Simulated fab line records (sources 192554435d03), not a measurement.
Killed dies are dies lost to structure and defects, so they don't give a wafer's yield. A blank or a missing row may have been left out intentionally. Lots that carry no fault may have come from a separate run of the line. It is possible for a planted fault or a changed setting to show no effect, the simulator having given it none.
Split-lot trial || flow n5 finfet || 7 lots, 39 wafers read, on a route of 1938 steps

## ON THE SPLIT
At N5_PASSIVATION_DEVELOP_29 (develop time 60 s), the setting develop time s was moved away from the recipe's 60 s on 15 of the 39 wafers read, by -59.1% to +51.1%. The other wafers ran this setting at the recipe's value.

## BETWEEN THE SPLIT AND THE READING: the file shows 1 step in between
- N5_PASSIVATION_HARDBAKE_31: time 120 s

## THE READING
Shown in nm: cd nm at N5_PASSIVATION_CD_MEAS_30, with target cd 4000 nm. Typical for fault-free wafers on this fab line: 3998.9 nm, with standard deviation 1.7 nm.

{"wafer": "L075.1", "tool, chamber at the split": "litho track-01, 0", "develop time s as run, s": 60, "against the recipe": "recipe", "cd nm, nm": 3999.0, "against lot-mates on the recipe": "-"}
{"wafer": "L075.2", "tool, chamber at the split": "litho track-01, 0", "develop time s as run, s": 60, "against the recipe": "recipe", "cd nm, nm": 3999.7, "against lot-mates on the recipe": "-"}
{"wafer": "L075.3", "tool, chamber at the split": "litho track-01, 0", "develop time s as run, s": 72.06, "against the recipe": "+20.1%", "cd nm, nm": 4003.1, "against lot-mates on the recipe": "+3.5"}
{"wafer": "L075.4", "tool, chamber at the split": "litho track-01, 0", "develop time s as run, s": 60, "against the recipe": "recipe", "cd nm, nm": 4000.1, "against lot-mates on the recipe": "-"}
{"wafer": "L075.5", "tool, chamber at the split": "litho track-01, 0", "develop time s as run, s": 72.06, "against the recipe": "+20.1%", "cd nm, nm": 4004.5, "against lot-mates on the recipe": "+4.9"}
{"wafer": "L075.6", "tool, chamber at the split": "litho track-01, 0", "develop time s as run, s": 72.06, "against the recipe": "+20.1%", "cd nm, nm": 4002.7, "against lot-mates on the recipe": "+3.1"}
{"wafer": "L084.1", "tool, chamber at the split": "litho track-04, 0", "develop time s as run, s": 60, "against the recipe": "recipe", "cd nm, nm": 3999.2, "against lot-mates on the recipe": "-"}
{"wafer": "L084.2", "tool, chamber at the split": "litho track-04, 0", "develop time s as run, s": 41.65, "against the recipe": "-30.6%", "cd nm, nm": 3991.4, "against lot-mates on the recipe": -7.4}
{"wafer": "L084.3", "tool, chamber at the split": "litho track-04, 0", "develop time s as run, s": 60, "against the recipe": "recipe", "cd nm, nm": 3999.4, "against lot-mates on the recipe": "-"}
{"wafer": "L084.4", "tool, chamber at the split": "litho track-04, 0", "develop time s as run, s": 60, "against the recipe": "recipe", "cd nm, nm": 3997.7, "against lot-mates on the recipe": "-"}
{"wafer": "L084.5", "tool, chamber at the split": "litho track-04, 0", "develop time s as run, s": 41.65, "against the recipe": "-30.6%", "cd nm, nm": 3994.0, "against lot-mates on the recipe": -4.8}
{"wafer": "L084.6", "tool, chamber at the split": "litho track-04, 0", "develop time s as run, s": 41.65, "against the recipe": "-30.6%", "cd nm, nm": 3994.4, "against lot-mates on the recipe": -4.4}
{"wafer": "L085.1", "tool, chamber at the split": "litho track-01, 0", "develop time s as run, s": 24.52, "against the recipe": "-59.1%", "cd nm, nm": 3980.1, "against lot-mates on the recipe": -18.5}
{"wafer": "L085.2", "tool, chamber at the split": "litho track-01, 0", "develop time s as run, s": 24.52, "against the recipe": "-59.1%", "cd nm, nm": 3981.0, "against lot-mates on the recipe": -17.6}
{"wafer": "L085.3", "tool, chamber at the split": "litho track-01, 0", "develop time s as run, s": 24.52, "against the recipe": "-59.1%", "cd nm, nm": 3979.8, "against lot-mates on the recipe": -18.8}
{"wafer": "L085.4", "tool, chamber at the split": "litho track-01, 0", "develop time s as run, s": 60, "against the recipe": "recipe", "cd nm, nm": 3998.5, "against lot-mates on the recipe": "-"}
{"wafer": "L085.5", "tool, chamber at the split": "litho track-01, 0", "develop time s as run, s": 60, "against the recipe": "recipe", "cd nm, nm": 3998.3, "against lot-mates on the recipe": "-"}
{"wafer": "L085.6", "tool, chamber at the split": "litho track-01, 0", "develop time s as run, s": 60, "against the recipe": "recipe", "cd nm, nm": 3999.0, "against lot-mates on the recipe": "-"}
{"wafer": "L088.1", "tool, chamber at the split": "litho track-01, 0", "develop time s as run, s": 60, "against the recipe": "recipe", "cd nm, nm": 4001.3, "against lot-mates on the recipe": "-"}
{"wafer": "L088.2", "tool, chamber at the split": "litho track-01, 0", "develop time s as run, s": 60, "against the recipe": "recipe", "cd nm, nm": 4001.9, "against lot-mates on the recipe": "-"}
{"wafer": "L088.3", "tool, chamber at the split": "litho track-01, 0", "develop time s as run, s": 60, "against the recipe": "recipe", "cd nm, nm": 4000.3, "against lot-mates on the recipe": "-"}
{"wafer": "L088.4", "tool, chamber at the split": "litho track-01, 0", "develop time s as run, s": 60, "against the recipe": "recipe", "cd nm, nm": 3999.0, "against lot-mates on the recipe": "-"}
{"wafer": "L088.5", "tool, chamber at the split": "litho track-01, 0", "develop time s as run, s": 60, "against the recipe": "recipe", "cd nm, nm": 3998.4, "against lot-mates on the recipe": "-"}
{"wafer": "L088.6", "tool, chamber at the split": "litho track-01, 0", "develop time s as run, s": 60, "against the recipe": "recipe", "cd nm, nm": 3999.4, "against lot-mates on the recipe": "-"}
{"wafer": "L089.1", "tool, chamber at the split": "litho track-02, 0", "develop time s as run, s": 60, "against the recipe": "recipe", "cd nm, nm": 3998.7, "against lot-mates on the recipe": "-"}
{"wafer": "L089.4", "tool, chamber at the split": "litho track-02, 0", "develop time s as run, s": 60, "against the recipe": "recipe", "cd nm, nm": 3999.9, "against lot-mates on the recipe": "-"}
{"wafer": "L089.5", "tool, chamber at the split": "litho track-02, 0", "develop time s as run, s": 60, "against the recipe": "recipe", "cd nm, nm": 3996.8, "against lot-mates on the recipe": "-"}
{"wafer": "L092.1", "tool, chamber at the split": "litho track-02, 0", "develop time s as run, s": 60, "against the recipe": "recipe", "cd nm, nm": 3996.6, "against lot-mates on the recipe": "-"}
{"wafer": "L092.2", "tool, chamber at the split": "litho track-02, 0", "develop time s as run, s": 90.65, "against the recipe": "+51.1%", "cd nm, nm": 4005.9, "against lot-mates on the recipe": "+8.2"}
{"wafer": "L092.3", "tool, chamber at the split": "litho track-02, 0", "develop time s as run, s": 90.65, "against the recipe": "+51.1%", "cd nm, nm": 4008.1, "against lot-mates on the recipe": "+10.4"}
{"wafer": "L092.4", "tool, chamber at the split": "litho track-02, 0", "develop time s as run, s": 60, "against the recipe": "recipe", "cd nm, nm": 3998.6, "against lot-mates on the recipe": "-"}
{"wafer": "L092.5", "tool, chamber at the split": "litho track-02, 0", "develop time s as run, s": 60, "against the recipe": "recipe", "cd nm, nm": 3998.0, "against lot-mates on the recipe": "-"}
{"wafer": "L092.6", "tool, chamber at the split": "litho track-02, 0", "develop time s as run, s": 90.65, "against the recipe": "+51.1%", "cd nm, nm": 4003.5, "against lot-mates on the recipe": "+5.8"}
{"wafer": "L090.1", "tool, chamber at the split": "litho track-02, 0", "develop time s as run, s": 60, "against the recipe": "recipe", "cd nm, nm": 3999.6, "against lot-mates on the recipe": "-"}
{"wafer": "L090.2", "tool, chamber at the split": "litho track-02, 0", "develop time s as run, s": 60, "against the recipe": "recipe", "cd nm, nm": 3995.4, "against lot-mates on the recipe": "-"}
{"wafer": "L090.3", "tool, chamber at the split": "litho track-02, 0", "develop time s as run, s": 71.13, "against the recipe": "+18.6%", "cd nm, nm": 4002.9, "against lot-mates on the recipe": "+5.5"}
{"wafer": "L090.4", "tool, chamber at the split": "litho track-02, 0", "develop time s as run, s": 71.13, "against the recipe": "+18.6%", "cd nm, nm": 4001.6, "against lot-mates on the recipe": "+4.2"}
{"wafer": "L090.5", "tool, chamber at the split": "litho track-02, 0", "develop time s as run, s": 60, "against the recipe": "recipe", "cd nm, nm": 3997.2, "against lot-mates on the recipe": "-"}
{"wafer": "L090.6", "tool, chamber at the split": "litho track-02, 0", "develop time s as run, s": 71.13, "against the recipe": "+18.6%", "cd nm, nm": 4003.3, "against lot-mates on the recipe": "+5.9"}

THE FIT
A straight line over all 39 wafers: cd nm changes by +0.229 nm for each +1% of develop time s; r = +0.93; the points scatter about the line by 2.3 nm.
The same after taking each lot's own level away (the mean of its wafers on the recipe; 39 wafers): +0.236 nm for each +1%; r = +0.95; scatter 2 nm.
According to that fit, moving develop time s by its largest amount changes the reading by 14 nm.
The span of the lots' own levels, 3997.40 to 4000.05 nm, comes to 1.6 times the standard deviation stated above.
Hence the lot-to-lot level has little effect on the slope; both slopes agree.
Check: -13.6 nm against its lot-mates is what the line predicts for one of the wafers moved furthest among these (-59.1%) when that wafer is left out of the fit. Against them it came out at -18.5 nm.

## OTHER SPLITS ON THESE WAFERS
These wafers also went through other splits before the reading. Each is held against what the fit with the lots' levels taken away leaves over:
{"other split on the same wafers": "N5_BEOL_M5_TRENCH_ETCH_37 time s", "wafers away from the commonest value": 12, "r with cd nm (lot level and that fit taken away)": "+0.29"}
{"other split on the same wafers": "N5_BEOL_M10_CVD_75 target thk a", "wafers away from the commonest value": 15, "r with cd nm (lot level and that fit taken away)": -0.07}
{"other split on the same wafers": "N5_MIM_BOT_ETCH_ETCH_00 target depth a", "wafers away from the commonest value": 15, "r with cd nm (lot level and that fit taken away)": -0.52}

## THE FILE'S OWN FIT
cd nm changes by +0.236 nm for each +1% of develop time s, r = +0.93.
